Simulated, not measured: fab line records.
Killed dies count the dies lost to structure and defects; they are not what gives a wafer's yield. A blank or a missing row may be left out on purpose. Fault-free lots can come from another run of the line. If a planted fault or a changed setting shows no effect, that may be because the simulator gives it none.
fab line records | flow nand-harc
record: lots: 12 wafers: 34 last-day: 34
route steps=1302 shown A_STAIRCASE@736 END@1302
lots with no fault: from the same line, run without faults
start-h: hours from the record's opening day to when the first of the lot's shown wafers began | wait-h: hours elapsed since this lot's preceding step | " repeats the value in the row above | L1.1+2: a row that stands for several wafers | - either no value or no given start | * or withheld: withheld | < > ~ a bound
route shown NAME@n: a module of which the file shows steps, and the number in the route of the first | usual: mean/standard deviation of fault-free wafers | same: alike in all rows | chamber/n: place in a boat | sites: the reading at each site | _std_site: the values' standard deviation | _edge_site: inner sites' mean taken away from outer sites' mean | radius-mm: how far each site lies from the wafer's centre | mask NAME#n: copy n | behind: the most recent tool/chamber to have shaped the wafer | hold: why the lot went on hold/how many hours it stayed there/how the hold came to an end | device: names the non-switching transistor (n, p or np) | end of line: tests run on the same wafers once the route is complete | step lacking rows: just its recipe | killed: dies lost to structure and defects at the first sort, not the wafer's yield | map: shows each die of a wafer: x if killed, . if not, _ if none is there
set.NAME: the setting that was run; set.NAME@STEP: the one run at that earlier step | model.NAME: the simulator's own value behind a step, which no gauge read
steps of the route over a sample of lots; a table a step, a row a wafer
services: a tool's chamber out of use, with start hour (start-h, from the record's first day; less than 0 if before it), hours out, and reason
== steps ==
step: NHARC_A_STAIRCASE_TRIM_222
recipe: time-s: 211.2 o2-flow-sccm: 500 ar-flow-sccm: 0 bias-w: 0 chemistry: O2
usual: drypump-motor-current-A: 5.6/0.45 mfc-ar-sccm: 0.002/0.0046 oes-product-au: 0.999/0.009 rf-vpp-V: 57.8/0.96 showerhead-plenum-p-Torr: 3.54/0.18 throttle-valve-pct: 17.037/0.0089
columns lot.wafer tool chamber start-h wait-h drypump-motor-current-A mfc-ar-sccm oes-product-au rf-hours-counter-h rf-vpp-V showerhead-plenum-p-Torr throttle-valve-pct
L450.2 rie-diel-11 1 - - 5.7 0 1.006 35 57.6 3.41 17.047
L450.4 " 2 " " 5.8 0 1.005 29 59.0 3.73 17.032
L450.5 " 2 " " 5.8 0 1.001 - 60.1 3.73 17.026
L453.4 rie-diel-11 3 - - 5.2 0 0.996 47 57.8 3.75 17.054
L453.2 " 0 " " 5.7 0.016 0.993 52 57.6 3.28 17.040
L453.6 " 2 " " 5.8 0 0.985 - 57.5 3.73 17.047
L455.2 rie-diel-04 2 - - 5.2 0.002 0.995 18 57.1 3.28 17.037
L455.4 " 3 " " 5.2 0 0.986 21 56.6 3.33 17.039
L455.6 " 2 " " 5.3 0.002 1.001 - 57.0 3.28 17.027
L457.1 rie-diel-13 2 - - 5.6 0 0.998 27 58.0 3.63 17.039
L457.6 " 2 " " 5.6 0 1.013 - 56.4 3.63 17.034
L457.5 " 0 " " 6.2 0 1.009 - 57.5 3.51 17.040
L458.2 rie-diel-13 0 - - 6.1 0 1.000 33 59.4 3.51 17.034
L458.6 " 3 " " 6.4 0.006 0.986 - 57.3 3.29 17.027
L458.5 " 0 " " 6.1 0 1.004 - 59.4 3.51 17.023
L460.4 rie-diel-04 1 - - 5.0 0 1.007 36 58.9 3.63 17.051
L460.5 " 2 " " 5.3 0.002 0.992 - 57.8 3.28 17.032
L460.6 " 3 " " 5.2 0 0.987 - 56.8 3.32 17.034
L461.2 rie-diel-04 2 - - 5.3 0.002 0.989 28 57.0 3.28 17.049
L461.3 " 3 " " 5.2 0 0.994 37 57.2 3.32 17.045
L461.5 " 2 " " 5.3 0.002 0.989 - 56.7 3.28 17.042
L463.3 rie-diel-04 3 - - 5.2 0 0.991 40 57.8 3.32 17.050
L463.5 " 1 " " 5.0 0 1.012 - 57.8 3.63 17.039
L465.3 rie-diel-04 2 - - 5.3 0.002 0.990 41 55.9 3.27 17.051
L465.1 " 1 " " 5.0 0 1.002 50 58.6 3.62 17.033
L471.2 rie-diel-11 3 - - 5.2 0 0.997 56 59.3 3.72 17.031
L471.1 " 0 " " 5.7 0.016 0.993 41 57.9 3.78 17.044
L471.5 " 3 " " 5.2 0 0.992 - 58.5 3.72 17.044
L472.3 rie-diel-13 3 - - 6.4 0.006 0.998 19 58.3 3.80 17.042
L472.4 " 0 " " 6.1 0 1.006 20 57.2 3.48 17.029
L472.1 " 1 " " 5.1 0 0.989 16 57.4 3.74 17.018
L473.2 rie-diel-11 0 - - 5.7 0.016 0.998 45 57.3 3.78 17.037
L473.5 " 0 " " 5.7 0.016 1.001 - 59.2 3.78 17.048
L473.6 " 1 " " 5.7 0 0.992 - 58.7 3.37 17.042
step: NHARC_A_STAIRCASE_ETCH_223
recipe: target-depth-a: 1000 time-s: 40.5 ion-energy-ev: 400 c4f8-flow-sccm: 20 o2-flow-sccm: 10 ar-flow-sccm: withheld rf-w: 600 bias-w: 1000 chemistry: C4F8/O2
usual: oes-product-au: 0.942/0.011 rf-vpp-V: 897/6.5 run-length-s: 61.7/0.5
columns lot.wafer tool chamber start-h wait-h oes-product-au rf-hours-counter-h rf-vpp-V run-length-s
L450.2 rie-diel-11 2 - - 0.931 29 902 62.1
L450.4 " 0 " " 0.947 39 888 63.2
L450.5 " 2 " " 0.929 - 904 61.6
L453.2 rie-diel-11 1 - - 0.951 47 891 61.6
L453.4 " 3 " " 0.942 47 905 61.4
L453.6 " 1 " " 0.940 - 891 62.1
L455.4 rie-diel-04 3 - - 0.928 21 888 61.6
L455.2 " 1 " " 0.942 19 901 61.8
L455.6 " 2 " " 0.932 - 887 62.2
L457.1 rie-diel-13 2 - - 0.931 27 900 61.2
L457.6 " 2 " " 0.940 - 899 61.0
L457.5 " 3 " " 0.947 - 886 61.9
L458.2 rie-diel-13 3 - - 0.939 30 887 61.8
L458.5 " 3 " " 0.935 - 887 61.9
L458.6 " 0 " " 0.931 - 895 62.2
L460.4 rie-diel-04 2 - - 0.920 28 888 61.8
L460.5 " 3 " " 0.924 - 890 61.9
L460.6 " 0 " " 0.921 - 897 61.5
L461.3 rie-diel-04 3 - - 0.936 37 889 61.8
L461.2 " 2 " " 0.934 29 887 62.0
L461.5 " 0 " " 0.957 - 895 61.1
L463.3 rie-diel-04 3 - - 0.947 40 889 61.3
L463.5 " 2 " " 0.940 - 886 61.8
L465.3 rie-diel-04 3 - - 0.934 48 887 61.8
L465.1 " 0 " " 0.948 49 896 61.2
L471.1 rie-diel-11 2 - - 0.938 54 901 61.6
L471.2 " 0 " " 0.955 41 906 62.9
L471.5 " 2 " " 0.941 - 901 61.3
L472.4 rie-diel-13 0 - - 0.961 20 895 62.0
L472.3 " 1 " " 0.955 16 904 61.8
L472.1 " 2 " " 0.949 20 898 61.6
L473.2 rie-diel-11 3 - - 0.939 61 903 61.2
L473.6 " 1 " " 0.935 - 891 61.6
L473.5 " 2 " " 0.957 - 903 61.2
step: NHARC_A_STAIRCASE_ETCH_225
recipe: target-depth-a: 1000 time-s: 40.5 ion-energy-ev: 400 c4f8-flow-sccm: 20 o2-flow-sccm: 10 ar-flow-sccm: withheld rf-w: 600 bias-w: 1000 chemistry: C4F8/O2
usual: oes-product-au: 0.940/0.012 rf-vpp-V: 897/6.7 run-length-s: 61.7/0.52
columns lot.wafer tool chamber start-h wait-h oes-product-au rf-hours-counter-h rf-vpp-V run-length-s
L450.2 rie-diel-11 1 364.60 - 0.931 37 890 61.5
L450.4 " 3 " " 0.920 38 906 61.2
L450.5 " 1 " " 0.921 - 893 61.8
L453.2 rie-diel-11 2 392.40 - 0.934 40 905 62.1
L453.4 " 3 " " 0.940 48 905 61.3
L453.6 " 2 " " 0.927 - 902 61.3
L455.2 rie-diel-04 0 429.70 - 0.915 22 897 60.9
L455.4 " 2 " " 0.935 19 885 62.3
L455.6 " 3 " " 0.925 - 889 62.0
L457.1 rie-diel-13 2 437.22 - 0.937 27 898 61.1
L457.5 " 0 " " 0.958 - 895 61.8
L457.6 " 2 " " 0.941 - 899 61.1
L458.2 rie-diel-13 3 446.52 - 0.930 31 887 61.8
L458.5 " 3 " " 0.927 - 887 61.9
L458.6 " 0 " " 0.936 - 896 62.5
L460.4 rie-diel-04 1 466.84 - 0.949 37 899 61.7
L460.5 " 3 " " 0.937 - 887 61.6
L460.6 " 0 " " 0.939 - 897 61.2
L461.3 rie-diel-04 1 467.41 - 0.948 37 900 61.8
L461.2 " 3 " " 0.941 38 889 61.9
L461.5 " 2 " " 0.918 - 887 62.2
L463.3 rie-diel-04 0 480.50 - 0.951 41 896 61.3
L463.5 " 1 " " 0.946 - 900 52.1
L465.3 rie-diel-04 2 521.23 - 0.928 42 886 62.5
L465.1 " 1 " " 0.958 50 900 52.4
L471.2 rie-diel-11 3 587.63 - 0.926 56 902 61.6
L471.1 " 1 " " 0.935 49 892 61.6
L471.5 " 3 " " 0.922 - 903 61.3
L472.3 rie-diel-13 2 595.35 - 0.951 20 899 61.0
L472.4 " 0 " " 0.962 20 895 62.4
L472.1 " 1 " " 0.951 16 903 61.0
L473.2 rie-diel-11 3 605.73 - 0.940 62 903 61.1
L473.6 " 3 " " 0.935 - 902 61.6
L473.5 " 0 " " 0.952 - 906 62.8
step: NHARC_A_STAIRCASE_TRIM_235
recipe: time-s: 211.2 o2-flow-sccm: 500 ar-flow-sccm: 0 bias-w: 0 chemistry: O2
usual: drypump-motor-current-A: 5.6/0.47 mfc-ar-sccm: 0.002/0.0046 oes-product-au: 0.999/0.01 rf-vpp-V: 57.8/0.97 showerhead-plenum-p-Torr: 3.54/0.18 throttle-valve-pct: 17.037/0.0098
columns lot.wafer tool chamber start-h wait-h drypump-motor-current-A mfc-ar-sccm oes-product-au rf-hours-counter-h rf-vpp-V showerhead-plenum-p-Torr throttle-valve-pct
L450.4 rie-diel-11 0 - - 5.7 0.016 0.999 41 56.3 3.29 17.031
L450.2 " 1 " " 5.7 0 0.997 38 57.7 3.41 17.018
L450.5 " 1 " " 5.7 0 0.988 - 57.6 3.41 17.021
L453.2 rie-diel-04 3 - - 5.2 0 0.991 8 55.9 3.34 17.041
L453.4 " 0 " " 6.3 0 0.981 8 58.2 3.57 17.038
L453.6 " 1 " " 5.0 0 1.008 - 57.0 3.65 17.045
L455.2 rie-diel-13 0 - - 6.1 0 1.012 25 57.3 3.51 17.052
L455.4 " 2 " " 5.6 0 0.994 - 58.1 3.63 17.041
L455.6 " 3 " " 6.4 0.006 1.005 - 57.7 3.29 17.032
L457.1 rie-diel-13 2 - - 5.6 0 0.990 30 58.6 3.63 17.043
L457.6 " 0 " " 6.2 0 1.007 - 58.9 3.51 17.046
L457.5 " 2 " " 5.6 0 1.006 - 57.2 3.63 17.044
L458.2 rie-diel-13 3 - - 6.4 0.006 1.009 32 57.4 3.29 17.040
L458.6 " 2 " " 5.6 0 0.998 - 58.9 3.63 17.034
L458.5 " 3 " " 6.4 0.006 1.003 - 56.7 3.29 17.028
L460.5 rie-diel-04 1 - - 5.0 0 1.008 - 57.8 3.63 17.041
L460.6 " 2 " " 5.3 0.002 0.989 - 58.1 3.28 17.056
L460.4 " 3 " " 5.2 0 0.984 - 57.1 3.32 17.034
L461.2 rie-diel-13 2 - - 5.6 0 1.008 44 59.9 3.62 17.037
L461.3 " 0 " " 6.1 0 1.023 46 57.0 3.50 17.032
L461.5 " 2 " " 5.6 0 1.013 - 57.7 3.62 17.052
L463.3 rie-diel-11 0 - - 5.7 0.016 1.003 13 59.1 3.80 17.030
L463.5 " 0 " " 5.7 0.016 1.001 - 56.4 3.80 17.037
L465.1 rie-diel-04 3 - - 5.2 0 1.000 49 57.2 3.32 17.039
L465.3 " 0 " " 6.3 0 1.003 50 56.9 3.55 17.035
L471.1 rie-diel-11 0 - - 5.7 0.016 0.994 42 57.2 3.78 17.055
L471.2 " 1 " " 5.7 0 0.997 49 56.2 3.38 17.021
L471.5 " 3 " " 5.2 0 0.988 - 59.1 3.72 17.044
L472.1 rie-diel-11 1 - - 5.7 0 0.990 51 56.4 3.38 17.039
L472.3 " 2 " " 5.8 0 0.993 57 58.6 3.69 17.026
L472.4 " 3 " " 5.2 0 0.986 59 57.8 3.71 17.054
L473.2 rie-diel-11 1 - - 5.7 0 0.988 54 57.7 3.37 17.029
L473.6 " 0 " " 5.7 0.016 1.002 - 59.1 3.78 17.038
L473.5 " 1 " " 5.7 0 0.992 - 57.7 3.37 17.025
step: NHARC_END_SORT_01
recipe: temp-c: 25
usual: killed-at-array: 52/17 killed-at-other: 0.9/1.2 killed-at-periphery: 3.9/2.7 killed-dies: 57/16 killed-open: 3.3/1.9 killed-short: 2.5/1.5
same: gross-dies: 677
columns lot.wafer tool chamber start-h wait-h killed-at-array killed-at-other killed-at-periphery killed-dies killed-open killed-short
L463.3 prober-01 0 679.13 3.1 47 5 4 56 3 4
L463.5 prober-01 0 680.76 3.8 409 6 5 420 2 3
L465.1 prober-02 0 720.82 2.5 452 0 4 456 1 2
L465.3 prober-02 0 722.44 3.2 49 0 9 58 4 0
killed by level:class
L463.3 A_CHANNEL_HOLE_D1:chamber-film-flake=24 A_CHANNEL_HOLE_D2:chamber-film-flake=7 THIN_TSV:chamber-film-flake=5 A_SLIT:chamber-film-flake=3 A_STAIRCASE:chamber-film-flake=3 A_ZERO_WELL:chamber-film-flake=2 A_CONTACT:chamber-film-flake=2 P_CONTACT:geometric-particle:short=1
L463.5 A_STAIRCASE:area-etch=349 A_CHANNEL_HOLE_D1:chamber-film-flake=33 A_CHANNEL_HOLE_D2:chamber-film-flake=18 THIN_TSV:chamber-film-flake=5 A_SLIT:chamber-film-flake=3 P_M1:chamber-film-flake=2 P_M0:geometric-particle:short=1 A_ONON_D1:geometric-particle:open=1
L465.1 A_STAIRCASE:area-etch=415 A_CHANNEL_HOLE_D1:chamber-film-flake=13 A_SLIT:chamber-film-flake=12 A_STAIRCASE:chamber-film-flake=5 P_BONDPAD:chamber-film-flake=3 A_CONTACT:chamber-film-flake=3 A_CHANNEL_HOLE_D1:geometric-particle:short=1 A_WL_FILL:geometric-particle:short=1
L465.3 A_SLIT:chamber-film-flake=27 A_STAIRCASE:chamber-film-flake=8 P_BONDPAD:chamber-film-flake=7 A_CHANNEL_HOLE_D1:chamber-film-flake=4 A_CONTACT:chamber-film-flake=3 P_ZERO_WELL:chamber-film-flake=2 A_BONDPAD:chamber-film-flake=2 A_SOURCE_PLATE:geometric-particle:open=1
== services ==
columns tool chamber start-h hours kind
rie-diel-11 0 339.50 - clean
rie-diel-11 1 339.50 - clean
rie-diel-11 2 339.50 - clean
rie-diel-13 - 343.90 9.0 pm
rie-diel-04 1 349.22 6.3 repair
rie-diel-11 3 350.03 1.3 repair
rie-diel-04 - 354.97 9.0 pm
rie-diel-13 - 355.01 1.5 repair
rie-diel-04 - 369.12 1.9 repair
rie-diel-11 2 379.99 2.8 repair
rie-diel-13 1 414.03 36.9 repair
rie-diel-11 - 434.00 9.0 pm
rie-diel-04 2 445.31 14.7 repair
rie-diel-04 - 498.30 12.0 repair
rie-diel-13 - 522.82 9.0 pm
rie-diel-04 - 534.05 9.0 pm
rie-diel-13 1 538.03 7.8 repair
rie-diel-11 1 555.45 7.7 repair
rie-diel-11 0 560.67 3.8 repair
rie-diel-13 0 570.96 3.7 repair
rie-diel-13 1 575.54 1.8 repair
rie-diel-04 2 576.56 16.1 repair
rie-diel-04 3 579.03 10.9 repair
rie-diel-13 0 597.85 3.2 repair
== key ==
first-sign: step: NHARC_A_STAIRCASE_ETCH_225 reading: run-length-s direction: down sigmas: 18 usual: * struck: *
effect: step: NHARC_END_SORT_01 reading: killed-dies direction: up sigmas: 24 usual: 57 struck: 438
more-kills-born-at: NHARC_A_STAIRCASE_ETCH_225@rie-diel-04: 764
met-at NHARC_A_STAIRCASE_ETCH_225
struck-lots L463,L465
struck-wafers L463.5,L465.1
later-rows-left-out L463.5,L465.1
tester-left-out L463,L465
not-acting-at NHARC_A_STAIRCASE_TRIM_222,NHARC_A_STAIRCASE_ETCH_223,NHARC_A_STAIRCASE_TRIM_235
onset-between 467.41 480.50
fault: kind: process-parameter-drift tool: rie-diel-04 chamber: - onset-h: 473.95 steps: NHARC_A_STAIRCASE_ETCH_225 channel: time-s offset: * shape: step end-h: 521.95 scope: struck-wafers-only acts-in: * stated: *
tester-left-out: of these lots the tester's yield and bins aren't shown, on N5 and GAA mostly nor the transistor test; their killed dies are dies lost to structure and defects alone, not to doping, threshold or leakage, so they don't give the yield
later-rows-left-out: the simulator's readings of these wafers behind a module that went badly wrong aren't trusted and aren't shown, but for the sort
